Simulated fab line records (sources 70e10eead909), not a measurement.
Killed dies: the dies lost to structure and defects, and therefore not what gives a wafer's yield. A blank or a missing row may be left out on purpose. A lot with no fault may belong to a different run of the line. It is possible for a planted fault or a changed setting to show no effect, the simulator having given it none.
Chamber matching || flow nandHarc || cmp-01 running NHARC_A_BONDPAD_CMP_19: 4 sister chambers
The step polishes, t overpolish 30 s, cu recess touch 16 s, target thk 169.8 nm. 8 wafers are shown with their chamber, then 9 later ones without.

## WAFERS, EACH WITH ITS CHAMBER
{"wafer": "L081.6", "chamber": 1, "motorCurrentA (A)": 11.8, "slurryFilterDpKPa (kPa)": 13.48}
{"wafer": "L083.1", "chamber": 1, "motorCurrentA (A)": 11.1, "slurryFilterDpKPa (kPa)": 13.50}
{"wafer": "L083.3", "chamber": 2, "motorCurrentA (A)": 11.3, "slurryFilterDpKPa (kPa)": 13.45}
{"wafer": "L083.6", "chamber": 2, "motorCurrentA (A)": 11.4, "slurryFilterDpKPa (kPa)": 13.50}
{"wafer": "L086.5", "chamber": 0, "motorCurrentA (A)": 11.7, "slurryFilterDpKPa (kPa)": 13.32}
{"wafer": "L089.1", "chamber": 3, "motorCurrentA (A)": 14.1, "slurryFilterDpKPa (kPa)": 13.34}
{"wafer": "L089.5", "chamber": 3, "motorCurrentA (A)": 13.9, "slurryFilterDpKPa (kPa)": 13.34}
{"wafer": "L089.6", "chamber": 0, "motorCurrentA (A)": 11.3, "slurryFilterDpKPa (kPa)": 13.38}

## WAFERS WITH NO CHAMBER GIVEN
{"wafer": "L091.2", "motorCurrentA (A)": 11.2, "slurryFilterDpKPa (kPa)": 13.54}
{"wafer": "L091.5", "motorCurrentA (A)": 11.2, "slurryFilterDpKPa (kPa)": 13.56}
{"wafer": "L091.6", "motorCurrentA (A)": 12.4, "slurryFilterDpKPa (kPa)": 13.67}
{"wafer": "L090.3", "motorCurrentA (A)": 11.4, "slurryFilterDpKPa (kPa)": 13.54}
{"wafer": "L090.4", "motorCurrentA (A)": 11.1, "slurryFilterDpKPa (kPa)": 13.43}
{"wafer": "L090.5", "motorCurrentA (A)": 10.0, "slurryFilterDpKPa (kPa)": 13.62}
{"wafer": "L095.3", "motorCurrentA (A)": 13.8, "slurryFilterDpKPa (kPa)": 13.72}
{"wafer": "L095.5", "motorCurrentA (A)": 13.2, "slurryFilterDpKPa (kPa)": 13.59}
{"wafer": "L095.6", "motorCurrentA (A)": 11.2, "slurryFilterDpKPa (kPa)": 13.80}

## EACH ONE'S CHAMBER
{"wafer": "L091.2", "from the rows above": "can't be placed: 1 or 2", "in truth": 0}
{"wafer": "L091.5", "from the rows above": "can't be placed: 1 or 2", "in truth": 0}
{"wafer": "L091.6", "from the rows above": "can't be placed: 1 or 2", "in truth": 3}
{"wafer": "L090.3", "from the rows above": "can't be placed: 1 or 2", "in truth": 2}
{"wafer": "L090.4", "from the rows above": "can't be placed: 2 or 1 or 0", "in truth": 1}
{"wafer": "L090.5", "from the rows above": "can't be placed: 1 or 2", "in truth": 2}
{"wafer": "L095.3", "from the rows above": "can't be placed: 1 or 2", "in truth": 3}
{"wafer": "L095.5", "from the rows above": "can't be placed: 1 or 2", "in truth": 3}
{"wafer": "L095.6", "from the rows above": "can't be placed: 1 or 2", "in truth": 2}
Placed correctly: 0 of 9. Cannot be placed on the basis of these rows: 9; the candidates contain the true chamber in 4. 0 placed wrongly.
How it was worked out, from the rows above alone: a wafer's distance from a chamber is the root of the sum, over the readings, of the square of ((its reading less the chamber's mean) divided by the reading's scatter). The wafer belongs to the nearest chamber; if the next one is less than 2 further off, it can't be placed. A chamber's mean is the mean of its shown wafers. The scatter: the root of (the sum of the squares of (reading less its chamber's mean) over the shown wafers, divided by (wafers less chambers)).
